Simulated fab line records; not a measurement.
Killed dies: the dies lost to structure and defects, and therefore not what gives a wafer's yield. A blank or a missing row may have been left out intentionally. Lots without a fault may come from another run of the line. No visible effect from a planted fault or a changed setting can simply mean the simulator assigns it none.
A single fault, viewed from 2 desks -- flow n5_finfet -- each desk has only its own numbers; what lay behind them comes last

## THE TOOL OWNER'S DESK: litho_track-03
The tool's own readings at N5_BEOL_M9_COAT_22 (resist thk 30 nm): means of the sampled wafers that have a number, for each lot that ran on this tool. If a lot's mean is further than 4 standard deviations from the usual mean, the lot is out of limits and carries the mark OUT (the distance appears in the brackets).
Columns: A = spin_speed_rpm at N5_BEOL_M9_COAT_22, usual 1500.1 rpm
lot,first seen here,A
L911,day 9 22:56,1499.5
L918,day 10 23:44,1499.7
L916,day 11 02:37,1499.8
L923,day 13 10:55,1501.0
L927,day 13 17:22,1453.4 (-55) OUT
L925,day 13 20:07,1454.7 (-53) OUT
This desk's verdict: out of limits on L925, L927, starting with L927 at day 13 17:22 (spin_speed_rpm at N5_BEOL_M9_COAT_22). Within limits: L911, L918, L916, L923.

## FROM THE METROLOGY DESK
What the gauges read, lot by lot, whatever tool the lot ran on: means of the sampled wafers that have a number. If a lot's mean is further than 4 standard deviations from the usual mean, the lot is out of limits and carries the mark OUT (the distance appears in the brackets).
Columns: A = cd_nm at N5_BEOL_M9_CD_MEAS_18, usual 69.9 nm
lot,first seen here,A
L911,day 9 18:54,70.4
L918,day 10 23:25,70.0
L916,day 11 02:31,69.9
L919,day 11 12:02,70.1
L923,day 13 10:01,69.6
L928,day 13 13:48,69.1
L927,day 13 17:19,70.2
L925,day 13 19:53,69.1
L929,day 14 13:23,70.2
L931,day 14 20:20,69.2
L932,day 15 19:34,70.5
L934,day 15 19:36,70.1
Result from this desk: across the 12 lots, nothing is out of limits.

## PUT TOGETHER
The tool owner's desk had the chance to raise an alarm at day 13 17:22 on L925, L927.
The metrology desk saw nothing out of limits.
The metrology desk holds a record of L925, L927, inside its limits.
N5_BEOL_M9_COAT_22 was run on litho_track-03 by each of the lots named.

## WHAT THE SIMULATOR HAD PUT IN
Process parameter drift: litho_track-03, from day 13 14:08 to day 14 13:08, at N5_BEOL_M9_COAT_22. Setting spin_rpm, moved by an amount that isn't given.
Struck lots among those shown: L925, L927.
Each desk's first reading out of limits, in hours after the fault started: the tool owner's desk, 3.
